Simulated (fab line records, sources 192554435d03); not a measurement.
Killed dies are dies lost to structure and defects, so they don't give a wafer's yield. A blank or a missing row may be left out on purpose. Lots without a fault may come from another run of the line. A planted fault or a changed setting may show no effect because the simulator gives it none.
Chamber matching | flow n5_finfet | N5_FIN_SAQP_PECVD_47 on pecvd-02: 3 sister chambers
The step deposits a-Si from SiH4/He, target thk 45 nm, time 36.3 s. 3 wafers are shown with their chamber, then 10 later ones without.

WAFERS WITH THEIR CHAMBER
wafer  | chamber | throttle_valve_pct (%)
L089.6 | 2       | 16.5
L090.2 | 0       | 17.6
L090.4 | 1       | 18.7

WAFERS WITHOUT THEIR CHAMBER
wafer  | throttle_valve_pct (%)
L090.5 | 16.4
L095.1 | 18.8
L095.2 | 17.8
L095.3 | 16.3
L095.4 | 17.6
L095.5 | 16.2
L095.6 | 18.7
L097.1 | 16.5
L097.2 | 18.7
L097.4 | 16.2

WHICH CHAMBER EACH WENT THROUGH
wafer  | from the rows above | in truth
L090.5 | 2                   | 2
L095.1 | 1                   | 1
L095.2 | 0                   | 0
L095.3 | 2                   | 2
L095.4 | 0                   | 0
L095.5 | 2                   | 2
L095.6 | 1                   | 1
L097.1 | 2                   | 2
L097.2 | 1                   | 1
L097.4 | 2                   | 2
Placed correctly: 10 of 10. Can't be placed from these rows: 0. Placed wrongly: 0.
How it was worked out, from the rows above alone: a wafer's distance from a chamber is the root of the sum, over the readings, of the square of ((its reading less the chamber's mean) divided by the reading's scatter). The wafer belongs to the nearest chamber; if the next one is less than 2 further off, it can't be placed. A chamber's mean is the mean of its shown wafers. The scatter: with one shown wafer a chamber, the root of the mean of the squares of how far each hidden wafer lies from its nearest shown one.
